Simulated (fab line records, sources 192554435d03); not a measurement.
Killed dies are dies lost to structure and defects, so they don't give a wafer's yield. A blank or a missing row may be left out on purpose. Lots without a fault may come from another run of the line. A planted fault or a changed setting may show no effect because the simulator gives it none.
fab line records | flow n5_finfet
record lots=24 wafers=72 last_day=17
route steps=1938 shown BEOL_M3@1000 BEOL_M4@1035
lots that met no fault: from a run of the same line without faults
start_h: hours from the record's first day to the start of the lot's first wafer shown | wait_h: hours since the lot's step before | " the same as in the row above | L1.1+2: a row that stands for several wafers | - no value, or no start given | * or withheld: withheld | < > ~ a bound
route shown NAME@n: a module of which the file shows steps, and the number in the route of the first | usual: mean/standard deviation of fault-free wafers | same: alike in all rows | chamber/n: place in a boat | sites: the reading at each site | _std_site: their standard deviation | _edge_site: outer sites' mean less inner sites' | radius_mm: how far each site lies from the wafer's centre | mask NAME#n: copy n | behind: the tool/chamber that last shaped the wafer | hold: why the lot was held/for how many hours/how that ended | device: the transistor (n, p or np) that didn't switch | end of line: the same wafers' tests at the end of the route | a step without rows: its recipe alone | killed: dies lost to structure and defects at the first sort, not the wafer's yield | map: a wafer's dies, x killed, . not, _ none there
set.NAME: the setting as run; set.NAME@STEP: as run at that earlier step | model.NAME: the simulator's own value behind a step, which no gauge read
steps of the route over a sample of lots; a table a step, a row a wafer
services: from which hour (start_h, from the record's first day; less than 0 if before it) a tool's chamber was out of use, for how many hours, and why
## steps
# step N5_BEOL_M3_SPUTTER_86
# recipe material=Cu target_thk_a=45 temp_c=-20 chamber_pressure_pa=0.07 power_w=withheld time_s=8.29
# usual chuck_sensor_temp_C=-16.4/0.38 throttle_valve_pct=29.9/1.1
# columns lot.wafer tool chamber start_h wait_h chuck_sensor_temp_C throttle_valve_pct
L074.2 pvd_sputter-02 - 153.91 0.1 -16.1 29.0
L074.3 " - " " -15.9 27.8
L074.4 " - " " -16.4 30.6
L075.1 pvd_sputter-01 - 154.31 0.1 -16.7 30.6
L075.5 " - " " -16.6 30.4
L075.6 " - " " -16.2 29.1
L076.3 pvd_sputter-03 - 156.76 0.1 -16.4 29.9
L076.4 " - " " -16.9 29.7
L076.6 " - " " -16.3 29.8
L078.1 pvd_sputter-01 - 180.77 0.1 -16.2 31.1
L078.5 " - " " -16.1 29.1
L078.6 " - " " -16.6 30.6
L077.3 pvd_sputter-02 - 181.39 0.1 -16.0 29.1
L077.4 " - " " -16.1 30.6
L077.6 " - " " -16.3 30.8
L079.2 pvd_sputter-02 - 185.56 0.1 -16.1 29.3
L079.4 " - " " -16.8 32.2
L079.6 " - " " -16.2 30.6
L080.4 pvd_sputter-01 - 196.12 0.1 -16.0 30.9
L080.5 " - " " -16.2 31.0
L080.6 " - " " -16.9 29.4
L081.1 pvd_sputter-02 - 196.18 0.1 -16.3 29.3
L081.2 " - " " -15.7 28.0
L081.5 " - " " -16.3 30.5
L083.1 pvd_sputter-03 - 200.95 0.1 -16.3 30.4
L083.3 " - " " -16.8 30.0
L083.5 " - " " -16.7 28.3
L082.1 pvd_sputter-02 - 208.94 0.1 -15.7 27.8
L082.3 " - " " -16.0 29.1
L082.5 " - " " -16.8 32.0
L084.3 pvd_sputter-02 - 211.91 0.1 -16.7 32.0
L084.4 " - " " -16.3 30.4
L084.5 " - " " -16.2 30.6
L085.1 pvd_sputter-03 - 216.39 0.1 -16.6 28.5
L085.4 " - " " -16.8 30.3
L085.5 " - " " -16.7 28.2
L088.2 pvd_sputter-01 - 230.48 0.1 -16.4 30.5
L088.4 " - " " -16.3 28.8
L088.6 " - " " -16.3 28.8
L086.2 pvd_sputter-02 - 233.42 0.1 -15.8 27.7
L086.5 " - " " -16.4 30.8
L086.6 " - " " -16.1 28.9
L087.1 pvd_sputter-01 - 240.00 0.1 -16.6 30.7
L087.4 " - " " -16.0 31.1
L087.5 " - " " -16.6 30.5
L090.3 pvd_sputter-03 - 246.96 0.1 -15.4 30.4
L090.5 " - " " -16.8 28.7
L090.6 " - " " -16.7 30.1
L089.2 pvd_sputter-02 - 249.63 0.1 -16.9 32.3
L089.4 " - " " -16.3 30.7
L089.6 " - " " -16.3 30.2
L092.3 pvd_sputter-03 - 251.56 0.1 -16.6 28.5
L092.4 " - " " -16.6 29.9
L092.5 " - " " -16.9 29.9
L091.1 pvd_sputter-01 - 252.49 0.1 -16.0 29.1
L091.2 " - " " -16.7 30.6
L091.6 " - " " -16.0 29.0
L093.2 pvd_sputter-01 - 266.67 0.1 -16.8 29.3
L093.4 " - " " -16.7 30.7
L093.5 " - " " -16.2 30.9
L095.1 pvd_sputter-01 - 268.55 0.1 -16.7 29.5
L095.4 " - " " -16.1 29.1
L095.5 " - " " -16.1 29.2
L094.1 pvd_sputter-01 - 279.26 0.1 -16.6 30.6
L094.2 " - " " -16.1 28.9
L094.4 " - " " -16.4 29.5
L096.1 pvd_sputter-01 - 291.11 0.1 -16.7 29.2
L096.2 " - " " -16.3 30.9
L096.3 " - " " -16.3 29.1
L097.1 pvd_sputter-01 - 295.19 0.1 -16.1 29.0
L097.2 " - " " -16.7 30.7
L097.6 " - " " -16.8 30.5
# step N5_BEOL_M3_ANNEAL_95
# recipe temp_c=400 time_s=240 ambient=vacuum
# usual heater_power_w=805/48
# columns lot.wafer tool chamber start_h wait_h heater_power_w
L074.2 pvd_sputter-02 - 154.87 0.0 782
L074.3 " - " " 864
L074.4 " - " " 780
L075.1 pvd_sputter-01 - 155.27 0.0 814
L075.5 " - " " 782
L075.6 " - " " 838
L076.3 pvd_sputter-03 - 157.72 0.0 900
L076.4 " - " " 840
L076.6 " - " " 880
L078.1 pvd_sputter-01 - 181.81 0.0 821
L078.5 " - " " 837
L078.6 " - " " 794
L077.3 pvd_sputter-02 - 182.35 0.0 808
L077.4 " - " " 789
L077.6 " - " " 783
L079.2 pvd_sputter-02 - 186.52 0.0 798
L079.4 " - " " 805
L079.6 " - " " 787
L080.4 pvd_sputter-01 - 197.08 0.0 799
L080.5 " - " " 793
L080.6 " - " " 686
L081.1 pvd_sputter-02 - 197.14 0.0 780
L081.2 " - " " 863
L081.5 " - " " 793
L083.1 pvd_sputter-03 - 201.91 0.0 873
L083.3 " - " " 822
L083.5 " - " " 814
L082.1 pvd_sputter-02 - 209.90 0.0 882
L082.3 " - " " 771
L082.5 " - " " 816
L084.3 pvd_sputter-02 - 212.87 0.0 816
L084.4 " - " " 791
L084.5 " - " " 763
L085.1 pvd_sputter-03 - 217.35 0.0 831
L085.4 " - " " 811
L085.5 " - " " 837
L088.2 pvd_sputter-01 - 231.44 0.0 804
L088.4 " - " " 838
L088.6 " - " " 849
L086.2 pvd_sputter-02 - 234.38 0.0 880
L086.5 " - " " 775
L086.6 " - " " 769
L087.1 pvd_sputter-01 - 240.96 0.0 795
L087.4 " - " " 804
L087.5 " - " " 798
L090.3 pvd_sputter-03 - 247.92 0.0 828
L090.5 " - " " 817
L090.6 " - " " 827
L089.2 pvd_sputter-02 - 250.59 0.0 827
L089.4 " - " " 801
L089.6 " - " " 777
L092.3 pvd_sputter-03 - 252.52 0.0 834
L092.4 " - " " 826
L092.5 " - " " 817
L091.1 pvd_sputter-01 - 253.45 0.0 832
L091.2 " - " " 761
L091.6 " - " " 836
L093.2 pvd_sputter-01 - 267.63 0.0 684
L093.4 " - " " 790
L093.5 " - " " 792
L095.1 pvd_sputter-01 - 269.51 0.0 676
L095.4 " - " " 828
L095.5 " - " " 842
L094.1 pvd_sputter-01 - 280.22 0.0 808
L094.2 " - " " 851
L094.4 " - " " 676
L096.1 pvd_sputter-01 - 292.07 0.0 696
L096.2 " - " " 808
L096.3 " - " " 841
L097.1 pvd_sputter-01 - 296.15 0.0 832
L097.2 " - " " 783
L097.6 " - " " 784
# step N5_BEOL_M4_OVL_MEAS_12
# recipe points_per_wafer=522
# usual M4_OVL=0.3/0.69
# same points_per_wafer=522
# columns lot.wafer tool chamber start_h wait_h M4_OVL[nm]
L074.2 overlay-01 0 158.70 0.0 1.0
L074.3 " 0 " " -0.5
L074.4 " 0 " " -0.1
L075.1 overlay-02 0 158.90 0.0 0.0
L075.5 " 0 " " 0.2
L075.6 " 0 " " 0.3
L076.3 overlay-02 0 160.23 0.0 1.7
L076.4 " 0 " " 1.3
L076.6 " 0 " " 1.9
L078.1 overlay-01 0 184.48 0.0 -0.5
L078.5 " 0 " " 0.4
L078.6 " 0 " " -0.5
L077.3 overlay-01 0 184.63 0.0 1.2
L077.4 " 0 " " 0.9
L077.6 " 0 " " 1.2
L079.2 overlay-01 0 188.43 0.0 0.6
L079.4 " 0 " " -1.1
L079.6 " 0 " " 0.1
L080.4 overlay-01 0 199.16 0.0 -0.2
L080.5 " 0 " " -0.5
L080.6 " 0 " " 0.8
L081.1 overlay-02 0 199.52 0.0 0.8
L081.2 " 0 " " -0.1
L081.5 " 0 " " 0.8
L083.1 overlay-02 0 204.95 0.0 0.6
L083.3 " 0 " " 0.8
L083.5 " 0 " " 0.9
L082.1 overlay-01 0 214.10 0.0 0.5
L082.3 " 0 " " 0.6
L082.5 " 0 " " 1.0
L084.3 overlay-01 0 215.64 0.0 -0.7
L084.4 " 0 " " -0.1
L084.5 " 0 " " 0.7
L085.1 overlay-01 0 219.62 0.0 0.3
L085.4 " 0 " " 2.1
L085.5 " 0 " " 0.0
L088.2 overlay-01 0 235.16 0.0 -0.5
L088.4 " 0 " " 0.0
L088.6 " 0 " " -0.3
L086.2 overlay-01 0 236.45 0.0 0.6
L086.5 " 0 " " -0.3
L086.6 " 0 " " 1.4
L087.1 overlay-02 0 245.20 0.0 -0.1
L087.4 " 0 " " -0.4
L087.5 " 0 " " -0.5
L090.3 overlay-01 0 250.54 0.0 -0.2
L090.5 " 0 " " 0.0
L090.6 " 0 " " 0.0
L089.2 overlay-01 0 253.54 0.0 0.4
L089.4 " 0 " " 1.1
L089.6 " 0 " " 1.4
L092.3 overlay-02 0 254.51 0.0 0.4
L092.4 " 0 " " -0.8
L092.5 " 0 " " -0.6
L091.1 overlay-02 0 258.68 0.0 1.2
L091.2 " 0 " " 0.8
L091.6 " 0 " " 0.3
L093.2 overlay-02 0 270.43 0.0 0.3
L093.4 " 0 " " 0.3
L093.5 " 0 " " 0.5
L095.1 overlay-01 0 275.41 0.0 -0.6
L095.4 " 0 " " -0.6
L095.5 " 0 " " -1.3
L094.1 overlay-01 0 282.30 0.0 0.0
L094.2 " 0 " " 0.6
L094.4 " 0 " " 0.5
L096.1 overlay-02 0 294.49 0.0 -0.4
L096.2 " 0 " " 0.0
L096.3 " 0 " " 0.1
L097.1 overlay-02 0 299.86 0.0 -0.3
L097.2 " 0 " " 0.5
L097.6 " 0 " " 0.0
# step N5_BEOL_M4_ETCH_74
# recipe chemistry=N2/H2 target=underlayer target_depth_a=65 mask_material=CAR-EUV time_s=5.2 ion_energy_ev=200 pressure_mtorr=30 source_w=840 bias_w=150 n2_flow_sccm=200 h2_flow_sccm=200 ends=cleared
# usual drypump_motor_current_A=5.75/0.29 etch_rf_on_time_s=5.16/0.23 oes_product_au=0.68/0.071 rf_vpp_V=523.9/2.1 showerhead_plenum_p_Torr=2.55/0.067 throttle_valve_pct=17.79/0.21
# columns lot.wafer tool chamber start_h wait_h drypump_motor_current_A etch_rf_on_time_s oes_product_au rf_hours_counter_h rf_vpp_V showerhead_plenum_p_Torr throttle_valve_pct
L074.2 rie_diel-04 2 158.82 0.0 5.46 4.95 0.62 189 525.6 2.64 17.68
L074.3 " 0 " " 6.22 5.03 0.76 36 525.6 2.60 17.67
L074.4 " 1 " " 5.44 5.37 0.59 208 524.9 2.51 17.61
L075.1 rie_diel-01 0 159.02 0.0 5.15 5.06 0.76 28 524.0 2.63 17.91
L075.5 " 2 " " 5.85 5.42 0.58 - 520.7 2.41 18.29
L075.6 " 1 " " 5.56 5.32 0.62 - 524.8 2.65 18.36
L076.3 rie_diel-01 3 160.36 0.0 5.54 5.37 0.72 57 525.9 2.58 17.93
L076.4 " 1 " " 5.57 5.37 0.62 189 526.5 2.65 18.37
L076.6 " 1 " " 5.57 5.36 0.61 - 525.2 2.65 18.38
L078.1 rie_diel-06 1 184.61 0.0 5.94 5.14 0.57 254 526.7 2.60 18.02
L078.5 " 0 " " 5.55 5.38 0.70 - 520.3 2.51 17.73
L078.6 " 3 " " 6.06 5.27 0.69 - 524.1 2.56 17.62
L077.3 rie_diel-04 3 184.74 0.0 6.19 5.27 0.68 81 521.6 2.45 17.56
L077.4 " 1 " " 5.43 5.43 0.58 216 525.4 2.51 17.61
L077.6 " 1 " " 5.41 5.40 0.59 - 523.4 2.51 17.60
L079.2 rie_diel-06 2 188.59 0.0 5.65 4.84 0.73 88 525.4 2.55 17.88
L079.4 " 0 " " 5.58 5.33 0.71 - 524.1 2.51 17.72
L079.6 " 3 " " 6.04 5.23 0.68 - 523.1 2.56 17.63
L080.4 rie_diel-06 3 199.27 0.0 6.06 5.29 0.69 - 525.1 2.56 17.65
L080.5 " 0 " " 5.55 5.36 0.69 - 523.7 2.51 17.72
L080.6 " 2 " " 5.65 4.88 0.72 - 525.3 2.55 17.88
L081.1 rie_diel-01 1 199.81 0.0 5.56 5.32 0.61 201 527.2 2.64 18.38
L081.2 " 3 " " 5.50 5.29 0.71 72 524.0 2.57 17.93
L081.5 " 1 " " 5.55 5.28 0.60 - 525.6 2.64 18.38
L083.1 rie_diel-06 3 205.12 0.0 6.06 5.29 0.69 110 522.6 2.56 17.64
L083.3 " 0 " " 5.59 5.46 0.69 59 521.7 2.50 17.75
L083.5 " 0 " " 5.57 5.41 0.70 - 522.9 2.50 17.73
L082.1 rie_diel-04 3 214.23 0.0 6.18 5.15 0.68 92 522.7 2.44 17.60
L082.3 " 2 " " 5.46 4.92 0.61 207 525.9 2.63 17.71
L082.5 " 1 " " 5.44 5.30 0.59 - 523.2 2.50 17.61
L084.3 rie_diel-04 2 215.81 0.0 5.47 4.95 0.61 208 526.4 2.63 17.71
L084.4 " 3 " " 6.16 5.21 0.67 92 520.9 2.44 17.59
L084.5 " 0 " " 6.22 4.91 0.74 - 521.7 2.59 17.68
L085.1 rie_diel-01 1 219.75 0.0 5.56 5.30 0.61 211 526.6 2.64 18.40
L085.4 " 2 " " 5.89 5.32 0.81 2 530.6 2.72 17.97
L085.5 " 1 " " 5.56 5.31 0.61 - 525.6 2.64 18.41
L088.2 rie_diel-06 3 235.28 0.0 6.07 5.29 0.68 122 524.5 2.55 17.68
L088.4 " 0 " " 5.59 5.38 0.68 72 522.1 2.50 17.79
L088.6 " 3 " " 6.07 5.24 0.68 - 523.3 2.55 17.65
L086.2 rie_diel-04 3 236.74 0.0 6.14 5.29 0.67 99 521.9 2.44 17.59
L086.5 " 3 " " 6.15 5.28 0.65 - 522.1 2.44 17.58
L086.6 " 0 " " 6.20 5.01 0.73 - 523.9 2.59 17.71
L087.1 rie_diel-06 1 245.38 0.0 5.93 4.72 0.87 3 525.5 2.59 17.59
L087.4 " 0 " " 5.57 5.32 0.68 75 522.0 2.50 17.79
L087.5 " 0 " " 5.57 5.35 0.68 - 522.3 2.50 17.77
L090.3 rie_diel-04 1 250.90 0.0 5.39 5.39 0.57 236 522.5 2.50 17.64
L090.5 " 2 " " 5.45 4.93 0.61 - 527.3 2.63 17.74
L090.6 " 1 " " 5.41 5.36 0.57 - 525.4 2.50 17.65
L089.2 rie_diel-04 1 254.09 0.0 5.42 5.40 0.58 237 522.6 2.50 17.67
L089.4 " 3 " " 6.20 5.23 0.66 106 524.3 2.44 17.59
L089.6 " 0 " " 6.24 4.96 0.73 - 524.9 2.59 17.71
L092.3 rie_diel-06 3 254.63 0.0 6.07 5.23 0.67 128 525.5 2.55 17.68
L092.4 " 0 " " 5.57 5.33 0.69 79 521.3 2.50 17.77
L092.5 " 1 " " 5.94 4.76 0.86 - 525.8 2.59 17.60
L091.1 rie_diel-06 3 258.81 0.0 6.07 5.29 0.67 129 524.6 2.55 17.69
L091.2 " 1 " " 5.93 4.81 0.83 8 525.4 2.59 17.59
L091.6 " 3 " " 6.05 5.29 0.67 - 523.1 2.55 17.69
L093.2 rie_diel-06 1 270.55 0.0 5.93 4.78 0.83 13 526.7 2.59 17.63
L093.4 " 0 " " 5.56 5.37 0.67 84 521.8 2.49 17.79
L093.5 " 0 " " 5.59 5.37 0.67 - 520.3 2.49 17.82
L095.1 rie_diel-04 1 275.53 0.0 5.41 5.31 0.58 244 523.2 2.49 17.70
L095.4 " 0 " " 6.19 4.92 0.73 76 524.8 2.58 17.74
L095.5 " 1 " " 5.42 5.31 0.58 - 522.4 2.49 17.67
L094.1 rie_diel-04 2 282.63 0.0 5.46 5.04 0.59 231 525.6 2.62 17.75
L094.2 " 1 " " 5.44 5.42 0.57 247 522.4 2.49 17.66
L094.4 " 2 " " 5.46 5.09 0.58 - 526.5 2.62 17.73
L096.1 rie_diel-06 3 294.62 0.0 6.08 5.24 0.67 141 524.2 2.54 17.69
L096.2 " 1 " " 5.94 4.85 0.81 21 525.7 2.59 17.63
L096.3 " 0 " " 5.57 5.41 0.65 92 522.2 2.49 17.79
L097.1 rie_diel-06 3 299.99 0.0 6.08 5.14 0.66 144 524.8 2.54 17.71
L097.2 " 2 " " 5.67 4.84 0.68 130 525.7 2.53 17.96
L097.6 " 1 " " 5.93 4.82 0.79 - 523.8 2.59 17.64
# step N5_BEOL_M4_ETCH_64
# recipe chemistry=N2/H2 target=SOC target_depth_a=750 overetch_a=225 mask_material=SiARC temp_c=40 time_s=121.9 ion_energy_ev=200 pressure_mtorr=30 source_w=840 bias_w=150 n2_flow_sccm=200 h2_flow_sccm=200
# usual drypump_motor_current_A=5.75/0.3 oes_product_au=0.60/0.056 rf_vpp_V=524.0/2.1 showerhead_plenum_p_Torr=2.55/0.066 throttle_valve_pct=17.75/0.21
# columns lot.wafer tool chamber start_h wait_h drypump_motor_current_A oes_product_au rf_hours_counter_h rf_vpp_V showerhead_plenum_p_Torr throttle_valve_pct
L074.2 rie_diel-04 2 158.87 0.0 5.46 0.54 189 527.8 2.64 17.62
L074.3 " 0 " " 6.23 0.67 36 524.7 2.60 17.61
L074.4 " 1 " " 5.44 0.54 208 523.1 2.51 17.58
L075.1 rie_diel-01 0 159.07 0.0 5.13 0.66 28 524.3 2.63 17.87
L075.5 " 2 " " 5.87 0.52 - 521.2 2.41 18.28
L075.6 " 1 " " 5.57 0.56 - 527.5 2.65 18.35
L076.3 rie_diel-01 3 160.40 0.0 5.56 0.66 57 524.8 2.58 17.90
L076.4 " 1 " " 5.57 0.57 189 525.8 2.65 18.35
L076.6 " 1 " " 5.58 0.57 - 527.4 2.65 18.34
L078.1 rie_diel-06 1 184.65 0.0 5.91 0.51 254 525.7 2.60 17.98
L078.5 " 0 " " 5.59 0.64 - 524.3 2.51 17.68
L078.6 " 3 " " 6.04 0.63 - 524.3 2.56 17.58
L077.3 rie_diel-04 3 184.79 0.0 6.17 0.60 81 521.3 2.45 17.52
L077.4 " 1 " " 5.41 0.53 216 523.8 2.51 17.59
L077.6 " 1 " " 5.42 0.53 - 524.0 2.51 17.60
L079.2 rie_diel-06 2 188.64 0.0 5.66 0.62 88 525.3 2.55 17.83
L079.4 " 0 " " 5.60 0.63 - 521.4 2.51 17.69
L079.6 " 3 " " 6.07 0.62 - 524.5 2.56 17.59
L080.4 rie_diel-06 3 199.37 0.1 6.07 0.61 - 525.3 2.56 17.60
L080.5 " 0 " " 5.59 0.62 - 520.4 2.50 17.68
L080.6 " 2 " " 5.67 0.61 - 524.5 2.55 17.84
L081.1 rie_diel-01 1 199.86 0.0 5.56 0.56 201 527.2 2.64 18.35
L081.2 " 3 " " 5.55 0.64 72 525.5 2.57 17.92
L081.5 " 1 " " 5.56 0.55 - 526.5 2.64 18.37
L083.1 rie_diel-06 3 205.16 0.0 6.06 0.62 110 523.6 2.56 17.60
L083.3 " 0 " " 5.60 0.63 59 520.8 2.50 17.69
L083.5 " 0 " " 5.55 0.63 - 522.2 2.50 17.68
L082.1 rie_diel-04 3 214.28 0.0 6.12 0.59 92 520.0 2.44 17.54
L082.3 " 2 " " 5.46 0.53 207 527.6 2.63 17.67
L082.5 " 1 " " 5.41 0.53 - 522.7 2.50 17.62
L084.3 rie_diel-04 2 215.85 0.0 5.48 0.52 208 526.2 2.63 17.65
L084.4 " 3 " " 6.15 0.60 92 522.0 2.44 17.55
L084.5 " 0 " " 6.25 0.64 - 524.4 2.59 17.65
L085.1 rie_diel-01 1 219.79 0.0 5.56 0.55 211 527.8 2.64 18.37
L085.4 " 2 " " 5.86 0.73 2 528.2 2.72 17.93
L085.5 " 1 " " 5.57 0.55 - 526.5 2.64 18.37
L088.2 rie_diel-06 3 235.32 0.0 6.03 0.60 122 523.1 2.55 17.62
L088.4 " 0 " " 5.58 0.62 72 522.3 2.50 17.73
L088.6 " 3 " " 6.05 0.61 - 523.3 2.55 17.64
L086.2 rie_diel-04 3 236.79 0.0 6.16 0.59 99 520.6 2.44 17.57
L086.5 " 3 " " 6.21 0.59 - 520.8 2.44 17.55
L086.6 " 0 " " 6.23 0.63 - 524.8 2.59 17.66
L087.1 rie_diel-06 1 245.43 0.0 5.93 0.74 3 526.7 2.59 17.55
L087.4 " 0 " " 5.56 0.62 75 522.4 2.50 17.73
L087.5 " 0 " " 5.56 0.61 - 521.3 2.50 17.74
L090.3 rie_diel-04 1 250.95 0.0 5.41 0.53 236 522.4 2.50 17.61
L090.5 " 2 " " 5.47 0.53 - 525.0 2.63 17.68
L090.6 " 1 " " 5.39 0.52 - 521.9 2.50 17.61
L089.2 rie_diel-04 1 254.13 0.0 5.41 0.52 237 522.3 2.50 17.65
L089.4 " 3 " " 6.14 0.59 106 521.5 2.44 17.56
L089.6 " 0 " " 6.21 0.63 - 525.4 2.59 17.69
L092.3 rie_diel-06 3 254.68 0.0 6.06 0.60 128 523.0 2.55 17.63
L092.4 " 0 " " 5.56 0.62 79 523.3 2.50 17.73
L092.5 " 1 " " 5.93 0.72 - 526.0 2.59 17.54
L091.1 rie_diel-06 3 258.85 0.0 6.03 0.61 129 525.0 2.55 17.64
L091.2 " 1 " " 5.92 0.72 8 525.9 2.59 17.54
L091.6 " 3 " " 6.03 0.61 - 524.6 2.55 17.63
L093.2 rie_diel-06 1 270.60 0.0 5.92 0.71 13 524.8 2.59 17.55
L093.4 " 0 " " 5.59 0.61 84 521.6 2.49 17.75
L093.5 " 0 " " 5.54 0.61 - 522.7 2.49 17.75
L095.1 rie_diel-04 1 275.58 0.0 5.42 0.52 244 522.4 2.49 17.65
L095.4 " 0 " " 6.23 0.62 76 523.9 2.58 17.69
L095.5 " 1 " " 5.43 0.52 - 523.0 2.49 17.64
L094.1 rie_diel-04 2 282.68 0.0 5.50 0.51 231 525.5 2.62 17.69
L094.2 " 1 " " 5.40 0.52 247 521.2 2.49 17.63
L094.4 " 2 " " 5.47 0.51 - 526.3 2.62 17.70
L096.1 rie_diel-06 3 294.67 0.0 6.05 0.59 141 524.3 2.54 17.64
L096.2 " 1 " " 5.95 0.69 21 526.1 2.59 17.57
L096.3 " 0 " " 5.59 0.60 93 521.2 2.49 17.76
L097.1 rie_diel-06 3 300.03 0.0 6.07 0.59 144 524.0 2.54 17.67
L097.2 " 2 " " 5.66 0.59 130 523.2 2.53 17.89
L097.6 " 1 " " 5.93 0.69 - 525.5 2.59 17.58
# step N5_BEOL_M4_ETCHBACK_99
# recipe chemistry=CHF3 target=SiO2 target_depth_a=50 time_s=10.4 source_w=215 bias_w=47 Ar_flow_sccm=200 CHF3_flow_sccm=12 ion_energy_ev=100 pressure_mtorr=30
# usual drypump_motor_current_A=5.7/0.32 oes_product_au=0.79/0.076 rf_vpp_V=241/7.7 showerhead_plenum_p_Torr=2.17/0.052 throttle_valve_pct=17.06/0.24
# columns lot.wafer tool chamber start_h wait_h drypump_motor_current_A oes_product_au rf_hours_counter_h rf_vpp_V showerhead_plenum_p_Torr throttle_valve_pct
L074.2 rie_diel-06 1 160.20 0.2 5.9 0.68 245 237 2.23 17.43
L074.3 " 3 " " 6.1 0.82 92 232 2.17 16.89
L074.4 " 1 " " 5.9 0.68 - 236 2.23 17.42
L075.1 rie_diel-04 0 164.04 3.8 6.2 0.88 38 251 2.18 16.71
L075.5 " 2 " " 5.5 0.72 - 231 2.23 16.88
L075.6 " 1 " " 5.4 0.69 - 248 2.14 17.05
L076.3 rie_diel-06 2 164.15 2.6 5.7 0.84 79 243 2.19 17.27
L076.4 " 1 " " 5.9 0.68 - 238 2.23 17.43
L076.6 " 3 " " 6.0 0.82 - 229 2.17 16.91
L078.1 rie_diel-01 2 187.04 1.4 5.8 0.67 246 238 2.06 17.73
L078.5 " 3 " " 5.5 0.83 - 247 2.15 17.04
L078.6 " 2 " " 5.8 0.67 - 238 2.06 17.72
L077.3 rie_diel-01 3 189.34 2.8 5.5 0.83 69 247 2.15 17.03
L077.4 " 2 " " 5.8 0.67 247 238 2.06 17.73
L077.6 " 3 " " 5.5 0.84 - 247 2.15 17.03
L079.2 rie_diel-01 0 190.85 0.3 5.1 0.89 38 234 2.18 16.83
L079.4 " 3 " " 5.5 0.83 69 248 2.15 17.03
L079.6 " 3 " " 5.5 0.83 - 248 2.15 17.05
L080.4 rie_diel-04 3 206.50 5.8 6.1 0.78 - 243 2.11 17.02
L080.5 " 0 " " 6.2 0.87 - 250 2.18 16.72
L080.6 " 2 " " 5.4 0.71 - 229 2.22 16.89
L081.1 rie_diel-01 1 209.73 8.9 5.6 0.72 207 247 2.20 17.31
L081.2 " 3 " " 5.5 0.83 77 248 2.15 17.07
L081.5 " 0 " " 5.1 0.86 - 232 2.17 16.84
L083.1 rie_diel-04 2 209.82 3.6 5.5 0.71 205 231 2.22 16.90
L083.3 " 0 " " 6.2 0.87 54 248 2.18 16.71
L083.5 " 3 " " 6.1 0.78 - 242 2.11 17.03
L082.1 rie_diel-01 3 215.51 0.1 5.6 0.82 80 249 2.15 17.06
L082.3 " 1 " " 5.6 0.72 209 247 2.20 17.34
L082.5 " 1 " " 5.5 0.71 - 247 2.20 17.33
L084.3 rie_diel-06 2 223.05 6.1 5.7 0.82 104 244 2.18 17.33
L084.4 " 3 " " 6.0 0.81 - 231 2.17 16.94
L084.5 " 0 " " 5.6 0.80 - 256 2.09 16.63
L085.1 rie_diel-04 3 225.67 4.7 6.1 0.77 95 241 2.10 17.04
L085.4 " 0 " " 6.2 0.86 59 251 2.18 16.73
L085.5 " 2 " " 5.5 0.71 - 231 2.22 16.92
L086.2 rie_diel-04 1 241.09 3.3 5.4 0.68 232 249 2.13 17.07
L086.5 " 2 " " 5.5 0.70 - 230 2.22 16.93
L086.6 " 1 " " 5.4 0.67 - 247 2.13 17.06
L088.2 rie_diel-06 0 241.09 3.8 5.6 0.81 74 256 2.09 16.65
L088.4 " 3 " " 6.1 0.80 124 229 2.16 16.95
L088.6 " 2 " " 5.6 0.82 - 243 2.18 17.35
L087.1 rie_diel-01 2 248.90 2.5 5.8 0.92 13 242 2.33 17.36
L087.4 " 1 " " 5.5 0.72 222 246 2.19 17.35
L087.5 " 3 " " 5.5 0.80 - 247 2.15 17.08
L090.3 rie_diel-06 0 257.70 5.7 5.6 0.80 79 257 2.09 16.66
L090.5 " 3 " " 6.0 0.79 - 230 2.16 16.96
L090.6 " 2 " " 5.6 0.81 - 243 2.18 17.35
L089.2 rie_diel-04 3 258.88 3.5 6.1 0.76 108 242 2.10 17.05
L089.4 " 2 " " 5.5 0.68 223 231 2.21 16.94
L089.6 " 0 " " 6.2 0.85 - 249 2.17 16.77
L092.3 rie_diel-06 1 259.15 3.4 5.9 0.98 9 238 2.22 17.01
L092.4 " 2 " " 5.6 0.80 116 243 2.18 17.35
L092.5 " 3 " " 6.0 0.79 - 230 2.16 16.96
L091.1 rie_diel-04 2 262.45 2.4 5.5 0.70 224 230 2.21 16.94
L091.2 " 0 " " 6.2 0.83 71 250 2.17 16.75
L091.6 " 2 " " 5.5 0.70 - 230 2.21 16.94
L093.2 rie_diel-01 1 275.94 3.8 5.6 0.70 232 247 2.19 17.38
L093.4 " 0 " " 5.1 0.83 70 232 2.17 16.88
L093.5 " 2 " " 5.8 0.90 - 243 2.32 17.36
L095.1 rie_diel-04 1 285.70 8.7 5.4 0.68 248 249 2.12 17.09
L095.4 " 1 " " 5.4 0.68 - 247 2.12 17.10
L095.5 " 3 " " 6.2 0.76 - 242 2.10 17.10
L094.1 rie_diel-06 1 289.40 5.6 5.9 0.95 20 237 2.22 17.02
L094.2 " 0 " " 5.5 0.77 91 257 2.08 16.69
L094.4 " 3 " " 6.0 0.79 140 232 2.16 16.98
L096.1 rie_diel-06 3 301.76 4.9 6.0 0.77 144 230 2.16 16.98
L096.2 " 1 " " 5.9 0.93 24 239 2.22 17.05
L096.3 " 0 " " 5.5 0.78 95 255 2.08 16.70
L097.1 rie_diel-01 2 301.88 0.9 5.8 0.87 32 243 2.32 17.40
L097.2 " 0 " " 5.1 0.81 79 233 2.16 16.90
L097.6 " 0 " " 5.1 0.81 - 233 2.16 16.91
## services
# columns tool chamber start_h hours kind
pvd_sputter-01 - 150.27 1.8 repair
rie_diel-06 0 155.65 13.1 repair
rie_diel-01 1 173.91 5.0 repair
rie_diel-06 1 187.11 16.2 repair
rie_diel-01 2 201.16 - clean
rie_diel-01 2 201.16 - consumable_replace:focus_ring
rie_diel-01 2 201.16 - consumable_replace:showerhead
rie_diel-01 2 201.16 13.0 scheduled_down
rie_diel-01 2 201.16 13.0 vent_cycle
rie_diel-04 1 204.77 9.1 repair
rie_diel-06 3 242.09 1.5 repair
rie_diel-06 0 242.48 1.3 repair
rie_diel-04 0 276.72 15.8 repair
rie_diel-04 3 290.02 5.1 repair
rie_diel-04 2 293.54 9.1 repair
## key
fault none
